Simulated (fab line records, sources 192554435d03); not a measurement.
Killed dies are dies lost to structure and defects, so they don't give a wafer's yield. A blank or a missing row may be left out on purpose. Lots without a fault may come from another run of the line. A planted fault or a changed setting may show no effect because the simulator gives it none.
fab line records | flow n5_finfet
record lots=11 wafers=30 last_day=18
route steps=1938 shown SDB@361 DUMMY_REMOVAL@377 HKMG_FIN@386
lots that met no fault: from a run of the same line without faults
start_h: hours from the record's first day to the start of the lot's first wafer shown | wait_h: hours since the lot's step before | " the same as in the row above | L1.1+2: a row that stands for several wafers | - no value, or no start given | * or withheld: withheld | < > ~ a bound
route shown NAME@n: a module of which the file shows steps, and the number in the route of the first | usual: mean/standard deviation of fault-free wafers | same: alike in all rows | chamber/n: place in a boat | sites: the reading at each site | _std_site: their standard deviation | _edge_site: outer sites' mean less inner sites' | radius_mm: how far each site lies from the wafer's centre | mask NAME#n: copy n | behind: the tool/chamber that last shaped the wafer | hold: why the lot was held/for how many hours/how that ended | device: the transistor (n, p or np) that didn't switch | end of line: the same wafers' tests at the end of the route | a step without rows: its recipe alone | killed: dies lost to structure and defects at the first sort, not the wafer's yield | map: a wafer's dies, x killed, . not, _ none there
set.NAME: the setting as run; set.NAME@STEP: as run at that earlier step | model.NAME: the simulator's own value behind a step, which no gauge read
steps of the route over a sample of lots; a table a step, a row a wafer
services: from which hour (start_h, from the record's first day; less than 0 if before it) a tool's chamber was out of use, for how many hours, and why
## steps
# step N5_SDB_ETCH_18
# recipe chemistry=N2/H2 target=SOC target_depth_a=1000 overetch_a=200 mask_material=SiARC temp_c=40 time_s=150 ion_energy_ev=200 pressure_mtorr=30 source_w=840 bias_w=150 n2_flow_sccm=200 h2_flow_sccm=200
# usual chamber_pressure_mTorr=30.001/0.028 drypump_motor_current_A=6.0/0.52 oes_product_au=0.69/0.064 rf_fwd_power_W=837.2/2.5 rf_vpp_V=523.7/2.2 showerhead_plenum_p_Torr=2.54/0.083 throttle_valve_pct=17.80/0.22
# columns lot.wafer tool chamber start_h wait_h chamber_pressure_mTorr drypump_motor_current_A oes_product_au rf_fwd_power_W rf_hours_counter_h rf_vpp_V showerhead_plenum_p_Torr throttle_valve_pct
L357.1 rie_diel-06 1 67.08 0.0 29.994 5.7 0.79 836.2 39 522.2 2.49 17.55
L357.4 " 0 " " 29.984 6.4 0.72 831.4 84 523.6 2.58 17.70
L357.6 " 2 " " 29.998 4.9 0.68 837.5 - 524.3 2.55 17.96
L360.2 rie_diel-06 0 90.85 0.0 29.954 6.4 0.72 836.6 93 524.0 2.58 17.72
L360.6 " 0 " " 30.039 6.4 0.72 836.4 - 524.8 2.58 17.73
L362.1 rie_diel-02 0 99.98 0.0 30.021 5.8 0.67 836.0 151 521.6 2.42 17.56
L362.5 " 1 " " 30.000 6.3 0.77 838.8 - 525.8 2.58 17.65
L362.6 " 3 " " 29.993 6.8 0.63 836.0 - 524.1 2.50 18.17
L363.1 rie_diel-02 0 102.80 0.0 30.001 5.8 0.67 840.9 152 520.0 2.42 17.55
L363.3 " 2 " " 29.999 5.8 0.64 839.9 210 523.5 2.50 17.62
L363.5 " 3 " " 30.001 6.8 0.62 837.2 - 525.0 2.50 18.19
L366.1 rie_diel-02 1 121.43 0.0 30.032 6.3 0.77 838.6 53 524.9 2.57 17.67
L366.3 " 0 " " 30.035 5.8 0.67 840.4 158 520.0 2.42 17.57
L369.1 rie_diel-06 1 141.83 0.0 29.955 5.8 0.75 836.3 69 520.6 2.47 17.60
L369.3 " 2 " " 29.969 4.9 0.66 835.8 195 524.1 2.53 18.01
L370.2 rie_diel-04 0 145.05 0.0 29.989 5.9 0.81 838.6 24 527.3 2.72 18.09
L370.5 " 0 " " 30.020 5.9 0.81 836.5 - 526.8 2.72 18.09
L370.6 " 1 " " 29.978 5.8 0.63 840.0 - 524.7 2.61 17.92
L376.3 rie_diel-02 0 179.01 0.0 30.005 5.8 0.65 843.4 178 521.5 2.41 17.60
L376.5 " 3 " " 30.059 6.8 0.61 837.4 - 523.5 2.49 18.24
L376.6 " 2 " " 30.050 5.9 0.62 835.6 - 522.8 2.48 17.65
L378.2 rie_diel-06 3 191.31 0.0 29.982 6.4 0.71 839.0 137 526.9 2.66 17.90
L378.5 " 0 " " 30.007 6.4 0.67 834.7 - 525.6 2.56 17.79
L378.6 " 1 " " 30.025 5.8 0.73 834.4 - 521.6 2.46 17.66
L379.4 rie_diel-04 2 199.56 0.1 30.000 6.0 0.73 841.4 - 526.5 2.67 17.81
L379.5 " 1 " " 29.981 5.8 0.84 837.9 - 525.5 2.60 17.53
L379.6 " 0 " " 30.022 5.9 0.77 837.6 - 527.8 2.71 18.13
L380.2 rie_diel-02 0 207.43 0.0 29.982 5.8 0.65 839.4 189 521.5 2.41 17.63
L380.3 " 3 " " 30.011 6.8 0.60 835.1 243 523.7 2.49 18.25
L380.6 " 1 " " 29.995 6.3 0.75 837.6 - 525.9 2.57 17.69
# step N5_SDB_THK_MEAS_31
# recipe reads=a-Si_of_DUMMY_GATE_CVD_03
# usual SDB_THK=63.9/1.3
# columns lot.wafer tool chamber start_h wait_h SDB_THK[nm]
L357.1 film_metro-01 - 70.93 - 64.1
L357.4 " - " " 62.7
L357.6 " - " " 63.0
L360.2 film_metro-01 - 94.63 - 65.3
L360.6 " - " " 64.1
L362.1 film_metro-02 - 103.74 - 64.3
L362.5 " - " " 63.3
L362.6 " - " " 63.1
L363.1 film_metro-01 - 106.65 - 65.4
L363.3 " - " " 61.7
L363.5 " - " " 62.0
L366.1 film_metro-01 - 125.87 - 62.7
L366.3 " - " " 63.8
L369.1 film_metro-02 - 145.74 0.3 62.6
L369.3 " - " " 63.7
L370.2 film_metro-02 - 148.80 - 65.1
L370.5 " - " " 65.0
L370.6 " - " " 65.6
L376.3 film_metro-02 - 182.77 - 65.8
L376.5 " - " " 62.9
L376.6 " - " " 65.3
L378.2 film_metro-01 - 195.23 - 63.1
L378.5 " - " " 65.7
L378.6 " - " " 62.9
L379.4 film_metro-02 - 203.62 - 65.7
L379.5 " - " " 64.9
L379.6 " - " " 63.7
L380.2 film_metro-02 - 211.57 - 63.8
L380.3 " - " " 65.6
L380.6 " - " " 64.7
# step N5_DUMMY_REMOVAL_HM_STRIP_01
# recipe chemistry=CH3F/O2 material=SiNx target_depth_a=40 stop_on=poly-Si time_s=6.8 over_etch_frac=0.3 ion_energy_ev=60 power_w=410 bias_w=29 Ar_flow_sccm=150 CH3F_flow_sccm=30 O2_flow_sccm=20
# usual CH3F_flow_sccm=30.00/0.078 chamber_pressure_mTorr=30.00/0.036 drypump_motor_current_A=5.8/0.46 oes_product_au=0.69/0.067 rf_vpp_V=127.4/0.94 showerhead_plenum_p_Torr=2.01/0.059 throttle_valve_pct=16.20/0.19
# columns lot.wafer tool chamber start_h wait_h CH3F_flow_sccm chamber_pressure_mTorr drypump_motor_current_A oes_product_au rf_hours_counter_h rf_vpp_V showerhead_plenum_p_Torr throttle_valve_pct
L357.1 rie_diel-01 0 70.99 0.0 30.03 30.00 5.5 0.55 257 125.5 1.98 16.58
L357.4 " 3 " " 30.03 30.00 6.1 0.76 - 127.6 2.08 16.29
L357.6 " 2 " " 29.91 29.97 5.2 0.56 - 125.3 1.97 16.38
L360.2 rie_diel-03 0 94.69 0.0 30.17 30.03 6.0 0.70 35 128.0 2.02 16.18
L360.6 " 2 " " 29.90 29.93 5.8 0.66 - 127.2 2.03 16.20
L362.1 rie_diel-05 0 103.80 0.0 30.00 29.99 5.1 0.60 167 126.6 1.91 16.20
L362.5 " 1 " " 30.02 29.96 6.0 0.55 - 126.7 2.06 16.28
L362.6 " 0 " " 30.09 29.97 5.1 0.60 - 127.7 1.91 16.21
L363.1 rie_diel-03 2 106.71 0.0 29.96 30.07 5.8 0.65 86 127.9 2.03 16.20
L363.3 " 3 " " 29.88 30.03 6.5 0.78 9 127.4 2.15 16.11
L363.5 " 0 " " 30.08 29.99 6.1 0.70 - 126.5 2.02 16.19
L366.1 rie_diel-01 0 125.93 0.0 29.89 30.01 5.5 0.77 4 127.2 1.98 16.07
L366.3 " 1 " " 29.96 29.97 5.4 0.74 12 126.8 1.98 15.95
L369.1 rie_diel-03 2 145.84 0.1 29.80 30.00 5.8 0.65 97 128.2 2.03 16.23
L369.3 " 1 " " 30.04 29.98 6.6 0.64 144 127.1 1.98 16.26
L370.2 rie_diel-03 3 148.86 0.0 29.89 30.02 6.5 0.75 20 129.4 2.14 16.14
L370.5 " 1 " " 29.95 29.99 6.6 0.64 - 128.9 1.98 16.25
L370.6 " 2 " " 30.18 30.03 5.8 0.64 - 127.4 2.03 16.24
L376.3 rie_diel-01 3 182.83 0.0 30.04 30.01 6.0 0.70 49 129.7 2.06 16.36
L376.5 " 1 " " 30.08 29.96 5.4 0.71 - 129.1 1.97 16.00
L376.6 " 0 " " 30.09 30.00 5.5 0.72 - 127.8 1.97 16.11
L378.2 rie_diel-03 2 195.34 0.1 29.95 30.00 5.8 0.64 115 127.3 2.02 16.27
L378.5 " 3 " " 29.92 29.99 6.5 0.71 - 127.7 2.14 16.18
L378.6 " 0 " " 29.87 30.02 6.0 0.67 - 127.0 2.01 16.22
L379.4 rie_diel-01 0 203.68 0.0 30.03 30.00 5.5 0.71 33 128.1 1.97 16.14
L379.5 " 1 " " 30.11 29.94 5.4 0.69 - 126.0 1.97 16.00
L379.6 " 0 " " 30.03 30.01 5.5 0.71 - 126.6 1.97 16.12
L380.2 rie_diel-05 0 211.63 0.0 30.00 30.01 5.1 0.58 190 127.7 1.90 16.26
L380.3 " 3 " " 30.03 30.05 5.8 0.57 205 127.5 2.08 16.75
L380.6 " 0 " " 30.11 29.99 5.1 0.58 - 126.6 1.90 16.26
# step N5_HKMG_FIN_HK_ALD_01
# recipe material=HfO2 target_thk_a=16 temp_c=withheld ald_precursor_family=HfCl4 ald_co_reactant=H2O pulse_time_s=3 purge_time_s=3 co_reactant_purge_time_s=2.5 co_reactant_pulse_time_s=0.3 ald_cycles=30
# usual ald_cycles=30/0 precursor_pulse_height_rel=1.002/0.021
# columns lot.wafer tool chamber start_h wait_h ald_cycles precursor_pulse_height_rel since_wet_clean_h
L357.1 ald_hk-01 3 71.59 0.1 30 0.984 42
L357.4 " 2 " " 30 1.018 42
L357.6 " 2 " " 30 1.022 -
L360.2 ald_hk-03 1 95.24 0.0 30 1.021 1871
L360.6 " 3 " " 30 0.990 -
L362.1 ald_hk-01 3 104.35 0.0 30 0.989 74
L362.5 " 3 " " 30 0.989 -
L362.6 " 2 " " 30 1.009 -
L363.1 ald_hk-03 0 107.32 0.1 30 1.042 1883
L363.3 " 2 " " 30 1.000 1883
L363.5 " 3 " " 30 0.976 -
L366.1 ald_hk-03 0 126.48 0.0 30 1.046 1903
L366.3 " 2 " " 53 1.026 1903
L369.1 ald_hk-03 1 146.39 0.0 30 1.017 1922
L369.3 " 2 " " 53 1.021 1922
L370.2 ald_hk-03 2 149.41 0.0 53 0.987 1925
L370.5 " 0 " " 30 1.024 -
L370.6 " 1 " " 30 0.961 -
L376.3 ald_hk-02 1 183.38 0.0 30 1.003 1063
L376.5 " 3 " " 30 0.987 -
L376.6 " 0 " " 30 0.999 -
L378.2 ald_hk-01 1 195.94 0.0 30 0.992 166
L378.5 " 1 " " 30 1.005 -
L378.6 " 2 " " 30 0.988 -
L379.4 ald_hk-02 3 204.23 0.0 30 1.041 1084
L379.5 " 2 " " 30 1.027 -
L379.6 " 3 " " 30 1.013 -
L380.2 ald_hk-03 0 212.19 0.0 30 0.977 1988
L380.3 " 1 " " 30 1.017 1988
L380.6 " 2 " " 30 1.012 -
# step N5_HKMG_FIN_THK_MEAS_70
# recipe thk_meas_gauge=xrf reads=HfO2_of_HKMG_FIN_HK_ALD_01
# usual HK_THK=1.593/0.022
# columns lot.wafer tool chamber start_h wait_h HK_THK[nm]
L357.1 film_metro-02 - 75.39 0.2 1.610
L357.4 " - " " 1.538
L357.6 " - " " 1.576
L360.2 film_metro-02 - 98.60 0.2 1.580
L360.6 " - " " 1.601
L362.1 film_metro-02 - 108.23 0.2 1.612
L362.5 " - " " 1.602
L362.6 " - " " 1.629
L363.1 film_metro-01 - 110.93 0.2 1.605
L363.3 " - " " 1.587
L363.5 " - " " 1.585
L366.1 film_metro-02 - 130.01 0.2 1.576
L366.3 " - " " 2.784
L369.1 film_metro-02 - 149.88 0.2 1.573
L369.3 " - " " 2.826
L370.2 film_metro-02 - 153.21 0.2 2.800
L370.5 " - " " 1.569
L370.6 " - " " 1.591
L376.3 film_metro-02 - 186.84 0.2 1.575
L376.5 " - " " 1.610
L376.6 " - " " 1.590
L378.2 film_metro-02 - 199.56 0.2 1.579
L378.5 " - " " 1.579
L378.6 " - " " 1.578
L379.4 film_metro-01 - 207.90 0.2 1.596
L379.5 " - " " 1.579
L379.6 " - " " 1.606
L380.2 film_metro-02 - 215.65 0.2 1.562
L380.3 " - " " 1.541
L380.6 " - " " 1.547
## services
# columns tool chamber start_h hours kind
rie_diel-02 2 45.24 3.8 repair
ald_hk-02 - 49.60 1.1 repair
rie_diel-01 1 50.43 1.8 repair
rie_diel-01 0 50.97 8.6 repair
rie_diel-05 2 52.48 3.9 repair
rie_diel-06 0 56.88 6.4 repair
rie_diel-04 - 59.92 0.3 repair
rie_diel-06 3 67.20 121.0 repair
rie_diel-02 3 68.22 5.0 repair
rie_diel-01 2 76.26 18.7 repair
rie_diel-05 3 77.89 10.9 repair
rie_diel-03 0 77.97 4.1 repair
ald_hk-01 - 86.06 1.2 repair
rie_diel-01 3 87.47 5.0 repair
rie_diel-02 2 98.16 2.6 repair
rie_diel-02 3 114.24 1.8 repair
rie_diel-01 - 116.47 2.8 pm
rie_diel-05 0 118.41 3.1 repair
rie_diel-03 - 134.45 2.8 pm
rie_diel-04 - 137.64 1.0 repair
rie_diel-05 - 139.00 2.8 pm
rie_diel-02 - 158.13 14.6 pm
rie_diel-06 2 189.17 6.4 repair
rie_diel-06 - 195.09 0.2 repair
## key
first_sign step=N5_HKMG_FIN_HK_ALD_01 reading=ald_cycles direction=up sigmas=99+ usual=* struck=*
effect step=N5_HKMG_FIN_THK_MEAS_70 reading=HK_THK direction=up sigmas=54 usual=1.593 struck=2.804
met_at N5_HKMG_FIN_HK_ALD_01
struck_lots L366,L369,L370
struck_wafers L366.3,L369.3,L370.2
tester_left_out L366,L369,L370
not_acting_at N5_SDB_ETCH_18,N5_SDB_THK_MEAS_31,N5_DUMMY_REMOVAL_HM_STRIP_01
onset_between 107.32 126.48
fault kind=process_parameter_drift tool=ald_hk-03 chamber=- onset_h=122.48 steps=N5_HKMG_FIN_HK_ALD_01 channel=ald_cycles offset=* shape=step end_h=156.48 scope=struck_wafers_only acts_in=* stated=*
# tester_left_out: of these lots the tester's yield and bins aren't shown, on N5 and GAA mostly nor the transistor test; their killed dies are dies lost to structure and defects alone, not to doping, threshold or leakage, so they don't give the yield
